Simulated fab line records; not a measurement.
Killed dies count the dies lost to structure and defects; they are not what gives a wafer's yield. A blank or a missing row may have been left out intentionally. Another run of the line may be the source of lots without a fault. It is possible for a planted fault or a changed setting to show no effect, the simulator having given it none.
fab line records ; flow n5-finfet
[record] lots = 6; wafers = 18; last-day = 17
route steps=1938 shown BEOL_M5@1118 PASSIVATION@1936
lots that met no fault: from a run of the same line without faults
start-h: start of the lot's first displayed wafer, in hours after the record's first day ; wait-h: hours since the lot's step before ; " the same as in the row above ; L1.1+2: one row covering several wafers at once ; - value missing, or start not given ; * or withheld: withheld ; < > ~ a bound
route shown NAME@n: a module of which the file shows steps, and the number in the route of the first ; usual: mean/standard deviation of fault-free wafers ; same: alike in all rows ; chamber/n: place in a boat ; sites: each site's reading ; _std_site: the values' standard deviation ; _edge_site: the outer-site mean with the inner-site mean subtracted ; radius-mm: how far each site lies from the wafer's centre ; mask NAME#n: copy n ; behind: the most recent tool/chamber to have shaped the wafer ; hold: why the lot went on hold/how many hours it stayed there/how the hold came to an end ; device: which transistor (n, p or np) failed to switch ; end of line: the route-end tests of the same wafers ; a step with no rows: only its recipe ; killed: count of dies lost to structure and defects at first sort (not the wafer's yield) ; map: a wafer's dies, marking killed ones x, the rest . and places with no die _
set.NAME: setting as actually run; set.NAME@STEP: the setting as run at that earlier step ; model.NAME: the simulator's own value behind a step, which no gauge read
lots seen at some steps along the route; tables by step, rows by wafer
services: the hour from which a tool's chamber was out of use, counted from the record's first day as start-h (under 0 if before that day), plus the number of hours and why
[[steps]]
[step N5_BEOL_M5_COAT_60]
[recipe] resist = SiARC; temp-c = 220; time-s = 60; spin-rpm = 1500; resist-thk-nm = 12
[step N5_BEOL_M5_COAT_71]
[recipe] resist = underlayer; temp-c = 205; time-s = 60; spin-rpm = 1500; resist-thk-nm = 5
[step N5_BEOL_M5_COAT_05]
[recipe] resist = CAR-EUV; spin-rpm = 1500; resist-thk-nm = 30
[step N5_BEOL_M5_EBR_07]
[recipe] solvent = PGMEA; ebr-width-mm = 1.5
[step N5_BEOL_M5_SOFTBAKE_06]
[recipe] temp-c = 110; time-s = 60; resist = CAR-EUV
[step N5_BEOL_M5_EXPOSE_08]
[recipe] mask-id = M5; na = 0.33; source-shape = annular; sigma-inner = 0.4; sigma-outer = 0.8; polarization = unpolarized; target-cd-nm = 28; dose-mj = 35.75
[step N5_BEOL_M5_PEB_09]
[recipe] peb-temp-c = 100; peb-time-s = 60; resist = CAR-EUV
[step N5_BEOL_M5_DEVELOP_10]
[recipe] develop-time-s = 30; developer = TMAH; resist = CAR-EUV; rinse-liquid = surfactant-rinse; dry = air-spin; dev-temp-c = 23
[step N5_BEOL_M5_CD_MEAS_11]
[recipe] target-cd-nm = 27.74; landing-energy-ev = 500; detector = se-inlens
[usual] cd-nm = 27.93/0.25
lot.wafer;tool;chamber;start-h;wait-h;cd-nm
L949.1;cd-sem-02;0;200.47;-;27.87
L949.2;cd-sem-02;0;200.47;-;28.04
L949.4;cd-sem-02;0;200.47;-;28.00
L955.2;cd-sem-03;0;239.59;-;27.88
L955.3;cd-sem-03;0;239.59;-;27.73
L955.4;cd-sem-03;0;239.59;-;27.61
L957.2;cd-sem-03;0;249.79;-;28.14
L957.3;cd-sem-03;0;249.79;-;28.19
L957.4;cd-sem-03;0;249.79;-;28.11
L958.1;cd-sem-03;0;257.68;-;27.79
L958.4;cd-sem-03;0;257.68;-;28.19
L958.6;cd-sem-03;0;257.68;-;27.93
L962.3;cd-sem-03;0;276.39;-;27.75
L962.4;cd-sem-03;0;276.39;-;27.98
L962.6;cd-sem-03;0;276.39;-;28.01
L964.2;cd-sem-03;0;319.77;-;27.78
L964.3;cd-sem-03;0;319.77;-;27.67
L964.6;cd-sem-03;0;319.77;-;27.77
[step N5_BEOL_M5_OVL_MEAS_12]
[recipe] points-per-wafer = 522
[usual] M5_OVL = 0.3/0.81
lot.wafer;tool;chamber;start-h;wait-h;M5_OVL[nm]
L949.1;overlay-01;0;200.50;0.0;0.6
L949.2;overlay-01;0;200.50;0.0;1.5
L949.4;overlay-01;0;200.50;0.0;0.3
L955.2;overlay-01;0;239.62;0.0;-1.1
L955.3;overlay-01;0;239.62;0.0;0.4
L955.4;overlay-01;0;239.62;0.0;-0.8
L957.2;overlay-01;0;249.83;0.0;1.1
L957.3;overlay-01;0;249.83;0.0;-0.1
L957.4;overlay-01;0;249.83;0.0;1.1
L958.1;overlay-01;0;257.71;0.0;1.5
L958.4;overlay-01;0;257.71;0.0;-0.3
L958.6;overlay-01;0;257.71;0.0;1.3
L962.3;overlay-01;0;276.43;0.0;-0.5
L962.4;overlay-01;0;276.43;0.0;-1.0
L962.6;overlay-01;0;276.43;0.0;-0.5
L964.2;overlay-02;0;319.80;0.0;1.0
L964.3;overlay-02;0;319.80;0.0;0.7
L964.6;overlay-02;0;319.80;0.0;0.0
[step N5_BEOL_M5_INSPECT_13]
[recipe] mode = adi; inspect-instrument = brightfield
[usual] raw-defect-count = 405/77
lot.wafer;tool;chamber;start-h;wait-h;raw-defect-count
L949.1;defect-inspect-02;-;200.56;0.1;377
L949.2;defect-inspect-02;-;200.56;0.1;415
L949.4;defect-inspect-02;-;200.56;0.1;456
L955.2;defect-inspect-01;-;239.68;0.0;472
L955.3;defect-inspect-01;-;239.68;0.0;312
L955.4;defect-inspect-01;-;239.68;0.0;423
L957.2;defect-inspect-02;-;249.88;0.0;437
L957.3;defect-inspect-02;-;249.88;0.0;334
L957.4;defect-inspect-02;-;249.88;0.0;323
L958.1;defect-inspect-02;-;257.77;0.1;315
L958.4;defect-inspect-02;-;257.77;0.1;300
L958.6;defect-inspect-02;-;257.77;0.1;315
L962.3;defect-inspect-01;-;276.47;0.0;460
L962.4;defect-inspect-01;-;276.47;0.0;491
L962.6;defect-inspect-01;-;276.47;0.0;398
L964.2;defect-inspect-01;-;319.85;0.0;379
L964.3;defect-inspect-01;-;319.85;0.0;321
L964.6;defect-inspect-01;-;319.85;0.0;307
[step N5_BEOL_M5_DESCUM_16]
[recipe] chemistry = O2; time-s = 7; source-power-w = 50; bias-power-w = 20; pressure-mtorr = 20; rf-frequency-hz = 2.712e+07; temp-c = 40; resist = CAR-EUV; o2-flow-sccm = 225
[usual] chamber-pressure-mTorr = 20.000/0.018; drypump-motor-current-A = 5.6/0.47; oes-product-au = 0.77/0.09; rf-vpp-V = 243.2/1.3; showerhead-plenum-p-Torr = 2.10/0.059; throttle-valve-pct = 20.54/0.23
lot.wafer;tool;chamber;start-h;wait-h;chamber-pressure-mTorr;drypump-motor-current-A;oes-product-au;rf-hours-counter-h;rf-vpp-V;showerhead-plenum-p-Torr;throttle-valve-pct
L949.1;rie-diel-04;3;200.82;0.3;19.978;5.0;0.69;241;240.7;2.07;20.68
L949.2;rie-diel-04;2;200.82;0.3;19.988;6.5;0.69;239;241.8;1.98;20.43
L949.4;rie-diel-04;1;200.82;0.3;19.987;5.6;0.78;117;242.2;2.11;20.77
L955.2;rie-diel-03;0;239.91;0.2;20.004;5.4;0.84;74;241.6;2.04;20.50
L955.3;rie-diel-03;2;239.91;0.2;20.009;5.1;0.96;10;242.6;2.14;20.06
L955.4;rie-diel-03;3;239.91;0.2;20.005;5.6;0.75;-;243.9;2.18;20.83
L957.2;rie-diel-03;2;249.92;0.0;20.033;5.1;0.94;13;244.0;2.14;20.08
L957.3;rie-diel-03;3;249.92;0.0;20.029;5.6;0.74;180;245.8;2.18;20.84
L957.4;rie-diel-03;0;249.92;0.0;19.992;5.5;0.84;77;241.8;2.04;20.48
L958.1;rie-diel-03;3;257.80;0.0;19.980;5.6;0.75;183;246.9;2.18;20.83
L958.4;rie-diel-03;0;257.80;0.0;20.024;5.4;0.85;80;242.0;2.04;20.49
L958.6;rie-diel-03;0;257.80;0.0;19.980;5.4;0.85;-;241.7;2.04;20.49
L962.3;rie-diel-04;3;276.51;0.0;19.991;5.0;0.96;8;240.9;2.07;20.39
L962.4;rie-diel-04;1;276.51;0.0;19.994;5.5;0.75;141;244.5;2.10;20.82
L962.6;rie-diel-04;2;276.51;0.0;20.018;6.6;0.99;-;244.0;2.23;19.98
L964.2;rie-diel-05;3;319.89;0.0;20.035;5.8;0.72;206;243.4;2.07;20.58
L964.3;rie-diel-05;1;319.89;0.0;20.016;5.6;0.69;224;242.9;2.07;20.61
L964.6;rie-diel-05;2;319.89;0.0;19.967;5.3;0.70;-;243.3;2.08;20.48
[step N5_BEOL_M5_ETCH_72]
[recipe] chemistry = N2/H2; target = underlayer; target-depth-a = 65; mask-material = CAR-EUV; time-s = 5.2; ion-energy-ev = 200; pressure-mtorr = 30; source-w = 840; bias-w = 150; n2-flow-sccm = 200; h2-flow-sccm = 200; ends = cleared
[usual] chamber-pressure-mTorr = 30.00/0.042; drypump-motor-current-A = 5.6/0.47; etch-rf-on-time-s = 5.20/0.16; n2-flow-sccm = 200.0/0.62; oes-product-au = 0.66/0.075; rf-fwd-power-W = 819.5/2.4; rf-vpp-V = 523.9/2.4; showerhead-plenum-p-Torr = 2.54/0.069; throttle-valve-pct = 17.91/0.23
lot.wafer;tool;chamber;start-h;wait-h;chamber-pressure-mTorr;drypump-motor-current-A;etch-rf-on-time-s;n2-flow-sccm;oes-product-au;rf-fwd-power-W;rf-hours-counter-h;rf-vpp-V;showerhead-plenum-p-Torr;throttle-valve-pct
L949.1;rie-diel-04;3;200.85;0.0;29.98;4.9;5.17;199.9;0.58;816.1;241;522.7;2.48;17.88
L949.2;rie-diel-04;2;200.85;0.0;29.98;6.5;4.95;199.2;0.59;822.6;239;519.6;2.41;18.03
L949.4;rie-diel-04;1;200.85;0.0;30.06;5.6;5.20;200.4;0.66;818.7;117;523.9;2.55;18.12
L955.2;rie-diel-03;0;239.95;0.0;30.01;5.5;5.24;199.9;0.72;819.3;74;523.1;2.47;17.88
L955.3;rie-diel-03;2;239.95;0.0;30.02;5.1;5.12;199.6;0.80;820.5;10;525.5;2.59;17.37
L955.4;rie-diel-03;3;239.95;0.0;30.00;5.6;5.05;200.3;0.64;822.3;-;526.3;2.63;18.09
L957.2;rie-diel-03;2;249.95;0.0;29.95;5.1;6.32;200.4;0.71;618.4;13;576.5;2.59;17.38
L957.3;rie-diel-03;3;249.95;0.0;30.02;5.6;6.21;200.0;0.57;615.4;180;576.4;2.63;18.08
L957.4;rie-diel-03;0;249.95;0.0;29.97;5.4;6.44;199.6;0.63;622.2;77;572.9;2.47;17.86
L958.1;rie-diel-03;3;257.84;0.0;30.02;5.6;6.29;200.0;0.56;617.0;183;575.6;2.63;18.10
L958.4;rie-diel-03;0;257.84;0.0;29.97;5.5;6.61;198.7;0.62;617.3;80;572.1;2.47;17.86
L958.6;rie-diel-03;0;257.84;0.0;30.04;5.5;6.63;199.8;0.62;615.6;-;570.1;2.47;17.87
L962.3;rie-diel-04;3;276.55;0.0;30.09;4.9;5.08;200.4;0.81;820.0;8;522.5;2.47;17.50
L962.4;rie-diel-04;1;276.55;0.0;29.95;5.5;5.32;200.2;0.64;817.9;141;525.5;2.54;18.15
L962.6;rie-diel-04;2;276.55;0.0;29.94;6.5;5.07;199.7;0.84;821.1;-;529.7;2.72;17.57
L964.2;rie-diel-05;3;319.92;0.0;29.99;5.9;5.23;199.5;0.61;819.3;206;523.1;2.53;18.16
L964.3;rie-diel-05;1;319.92;0.0;29.97;5.6;5.59;199.7;0.57;816.3;224;523.5;2.53;18.10
L964.6;rie-diel-05;2;319.92;0.0;29.92;5.2;5.36;199.9;0.59;822.1;-;522.4;2.51;17.80
[step N5_BEOL_M5_ETCH_61]
[recipe] chemistry = CF4; target = SiARC; target-depth-a = 156; mask-material = CAR-EUV; time-s = 26; ion-energy-ev = 80; pressure-mtorr = 40; source-w = 545; bias-w = 36; Ar_flow_sccm = 100; cf4-flow-sccm = 100; ends = cleared
[usual] chamber-pressure-mTorr = 40.00/0.035; drypump-motor-current-A = 5.6/0.47; etch-rf-on-time-s = 26.0/0.64; oes-product-au = 0.66/0.075; rf-fwd-power-W = 532.2/2.1; rf-vpp-V = 184.1/1.1; showerhead-plenum-p-Torr = 2.14/0.056; throttle-valve-pct = 15.68/0.23
lot.wafer;tool;chamber;start-h;wait-h;chamber-pressure-mTorr;drypump-motor-current-A;etch-rf-on-time-s;oes-product-au;rf-fwd-power-W;rf-hours-counter-h;rf-vpp-V;showerhead-plenum-p-Torr;throttle-valve-pct
L949.1;rie-diel-04;3;200.87;0.0;40.01;5.0;26.4;0.58;536.6;241;182.4;2.11;15.85
L949.2;rie-diel-04;2;200.87;0.0;40.04;6.5;25.5;0.58;530.2;239;183.1;2.03;15.64
L949.4;rie-diel-04;1;200.87;0.0;40.05;5.5;26.2;0.66;532.7;117;183.4;2.15;15.89
L955.2;rie-diel-03;0;239.97;0.0;39.99;5.4;26.4;0.72;532.5;74;183.5;2.09;15.56
L955.3;rie-diel-03;2;239.97;0.0;39.95;5.1;25.7;0.82;529.5;10;184.8;2.20;15.22
L955.4;rie-diel-03;3;239.97;0.0;40.05;5.6;25.3;0.64;532.7;-;186.0;2.22;16.00
L957.2;rie-diel-03;2;249.97;0.0;40.03;5.1;25.8;0.79;530.5;13;185.1;2.19;15.24
L957.3;rie-diel-03;3;249.97;0.0;40.03;5.6;25.3;0.64;529.7;180;185.1;2.22;16.01
L957.4;rie-diel-03;0;249.97;0.0;40.01;5.5;26.2;0.71;530.3;77;183.3;2.08;15.58
L958.1;rie-diel-03;3;257.86;0.0;40.04;5.6;25.0;0.64;532.1;183;184.5;2.22;16.00
L958.4;rie-diel-03;0;257.86;0.0;39.94;5.4;26.1;0.71;532.0;80;184.0;2.08;15.56
L958.6;rie-diel-03;0;257.86;0.0;39.98;5.5;26.1;0.70;531.9;-;184.9;2.08;15.56
L962.3;rie-diel-04;3;276.56;0.0;39.96;5.0;25.4;0.82;535.4;8;182.6;2.11;15.40
L962.4;rie-diel-04;1;276.56;0.0;39.99;5.5;26.5;0.64;532.0;141;183.7;2.14;15.95
L962.6;rie-diel-04;2;276.56;0.0;40.02;6.5;25.4;0.85;529.5;-;186.4;2.28;15.14
L964.2;rie-diel-05;3;319.94;0.0;39.99;5.9;26.1;0.61;534.3;206;183.1;2.11;15.77
L964.3;rie-diel-05;1;319.94;0.0;40.06;5.5;27.7;0.57;528.6;224;185.2;2.11;15.79
L964.6;rie-diel-05;2;319.94;0.0;39.95;5.3;26.4;0.59;530.6;-;182.9;2.11;15.59
[step N5_PASSIVATION_PROBE_49]
[usual] defect-limited-yield = 91.4/1.3; killed_at_M0_to_M3 = 34/10; killed_at_M4_up = 14/5.6; killed-at-contacts = 13/5.9; killed-at-front-end = 37/9.9; killed-at-other = 3.5/2.8; killed-dies = 101/15; killed-open = 67/12; killed-short = 32/6.6; sort_bin_5_function = 5.0/0.81; sort_bin_6_memory = 3.2/0.66; sort-n-pass = 1079/15; sort-yield-pct = 91.4/1.3
[same] gross-dies = 1180; killed-at-back-side = 0; sort_bin_4_leakage[%] = 0; sort_bin_8_speed[%] = 0
lot.wafer;tool;chamber;start-h;wait-h;defect-limited-yield[%];killed_at_M0_to_M3;killed_at_M4_up;killed-at-contacts;killed-at-front-end;killed-at-other;killed-dies;killed-open;killed-short;sort_bin_5_function[%];sort_bin_6_memory[%];sort-n-pass;sort-yield-pct[%]
L949.1;prober-02;-;308.64;0.0;90.3;51;19;9;33;2;114;85;28;5.7;3.7;1066;90.3
L949.2;prober-02;-;308.69;0.1;88.4;60;10;8;54;5;137;90;47;6.7;4.8;1043;88.4
L949.4;prober-02;-;308.79;0.2;90.4;36;8;12;53;4;113;73;40;5.3;4.0;1067;90.4
L958.1;prober-02;-;359.18;0.0;91.9;28;10;15;39;4;96;61;35;4.7;3.1;1084;91.9
L958.4;prober-02;-;359.33;0.2;92.4;29;6;16;38;1;90;64;25;4.3;3.1;1090;92.4
L958.6;prober-02;-;359.43;0.3;92.5;30;8;16;32;2;88;57;31;4.6;2.7;1092;92.5
L962.3;prober-02;-;376.39;0.1;91.7;52;3;6;32;5;98;59;38;4.3;3.6;1082;91.7
L962.4;prober-02;-;376.44;0.2;90.8;40;12;9;44;3;108;71;34;4.7;4.1;1072;90.8
L962.6;prober-02;-;376.54;0.3;90.8;52;16;10;31;0;109;75;34;4.7;4.3;1071;90.8
// killed by level:class
L949.1 BEOL_M0_SAQP:geometric-particle:open=13 BEOL_M2:geometric-particle:open=10 FIN_SAQP:geometric-particle:open=9 STI_FIN_REVEAL:geometric-particle:open=8 MOL_CONTACT_COAG:geometric-particle:open=8 BEOL_M3:geometric-particle:open=8 BEOL_M4:geometric-particle:open=8 BEOL_M0_SAQP:geometric-particle:short=7
L949.2 BEOL_M3:geometric-particle:open=27 FIN_SAQP:geometric-particle:short=14 STI_FIN_REVEAL:geometric-particle:open=13 FIN_SAQP:geometric-particle:open=8 BEOL_M0_SAQP:geometric-particle:open=8 BEOL_M2:geometric-particle:open=7 GATE_CUT:geometric-particle:short=6 STI_FIN_REVEAL:geometric-particle:short=5
L949.4 STI_FIN_REVEAL:geometric-particle:open=20 BEOL_M0_SAQP:geometric-particle:short=10 MOL_CONTACT_COAG:geometric-particle:open=9 STI_FIN_REVEAL:geometric-particle:short=8 BEOL_M2:geometric-particle:open=8 FIN_SAQP:geometric-particle:open=6 BEOL_M0_SAQP:geometric-particle:open=6 BEOL_M3:geometric-particle:open=6
L958.1 STI_FIN_REVEAL:geometric-particle:open=20 STI_FIN_REVEAL:geometric-particle:short=9 MOL_CONTACT_COAG:geometric-particle:open=8 MOL_CONTACT_COAG:geometric-particle:short=7 BEOL_M2:geometric-particle:open=6 BEOL_M0_SAQP:geometric-particle:open=5 BEOL_M3:geometric-particle:open=5 BEOL_M3:geometric-particle:short=5
L958.4 MOL_CONTACT_COAG:geometric-particle:open=15 FIN_SAQP:geometric-particle:open=11 BEOL_M0_SAQP:geometric-particle:open=9 BEOL_M0_SAQP:geometric-particle:short=8 STI_FIN_REVEAL:geometric-particle:open=7 BEOL_M1:geometric-particle:open=5 BEOL_M2:geometric-particle:open=5 FIN_SAQP:geometric-particle:short=3
L958.6 MOL_CONTACT_COAG:geometric-particle:open=14 STI_FIN_REVEAL:geometric-particle:open=7 BEOL_M0_SAQP:geometric-particle:open=7 BEOL_M3:geometric-particle:open=7 FIN_SAQP:geometric-particle:short=6 BEOL_M0_SAQP:geometric-particle:short=4 BEOL_M2:geometric-particle:open=4 STI_FIN_REVEAL:geometric-particle:short=3
L962.3 BEOL_M0_SAQP:geometric-particle:open=12 BEOL_M0_SAQP:geometric-particle:short=10 BEOL_M1:geometric-particle:open=10 FIN_SAQP:geometric-particle:open=7 BEOL_M2:geometric-particle:open=6 STI_FIN_REVEAL:geometric-particle:open=5 MOL_CONTACT_COAG:geometric-particle:open=4 BEOL_M2:geometric-particle:short=4
L962.4 FIN_SAQP:geometric-particle:open=10 FIN_SAQP:geometric-particle:short=9 BEOL_M0_SAQP:geometric-particle:open=9 BEOL_M1:geometric-particle:open=8 MOL_CONTACT_COAG:geometric-particle:open=6 BEOL_M0_SAQP:geometric-particle:short=6 BEOL_M2:geometric-particle:open=6 ILD0:geometric-particle:short=5
L962.6 BEOL_M0_SAQP:geometric-particle:open=16 BEOL_M0_SAQP:geometric-particle:short=12 FIN_SAQP:geometric-particle:short=10 MOL_CONTACT_COAG:geometric-particle:open=9 BEOL_M3:geometric-particle:open=7 BEOL_M4:geometric-particle:open=7 FIN_SAQP:geometric-particle:open=5 STI_FIN_REVEAL:geometric-particle:open=4
[[services]]
tool;chamber;start-h;hours;kind
rie-diel-03;2;186.93;-;clean
rie-diel-03;2;186.93;-;consumable-replace:focus-ring
rie-diel-03;2;186.93;16.4;scheduled-down
rie-diel-03;2;186.93;16.4;vent-cycle
rie-diel-03;1;194.09;2.4;repair
rie-diel-04;3;230.43;-;clean
rie-diel-04;3;230.43;-;consumable-replace:focus-ring
rie-diel-04;3;230.43;24.4;scheduled-down
rie-diel-04;3;230.43;24.4;vent-cycle
rie-diel-03;1;238.76;4.5;repair
rie-diel-04;2;254.91;-;clean
rie-diel-04;2;254.91;-;consumable-replace:focus-ring
rie-diel-04;2;254.91;-;consumable-replace:showerhead
rie-diel-04;2;254.91;16.8;scheduled-down
rie-diel-04;2;254.91;16.8;vent-cycle
rie-diel-04;3;285.00;27.2;repair
[[key]]
[first-sign] step = N5_BEOL_M5_ETCH_72; reading = rf-fwd-power-W; direction = down; sigmas = 83; usual = *; struck = *
[effect] step = N5_BEOL_M5_ETCH_72; reading = rf-vpp-V; direction = up; sigmas = 21; usual = 523.9; struck = 573.9
met-at N5_BEOL_M5_ETCH_72
struck-wafers L957.2,L957.3,L957.4,L958.1,L958.4,L958.6
onset-between 239.95 249.95
[earlier-fault] kind = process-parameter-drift; tool = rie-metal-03; chamber = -; onset-h = 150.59; steps = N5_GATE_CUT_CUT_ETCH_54; channel = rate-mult; offset = 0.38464; shape = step
[earlier-fault] kind = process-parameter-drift; tool = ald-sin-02; chamber = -; onset-h = 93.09; steps = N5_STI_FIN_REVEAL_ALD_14; channel = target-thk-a; offset = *; shape = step; acts-in = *; stated = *
[fault] kind = process-parameter-drift; tool = rie-diel-03; chamber = -; onset-h = 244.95; steps = N5_BEOL_M5_ETCH_72; channel = source-w; offset = -201.6; shape = step; acts-in = these-recipes-only; stated = 840
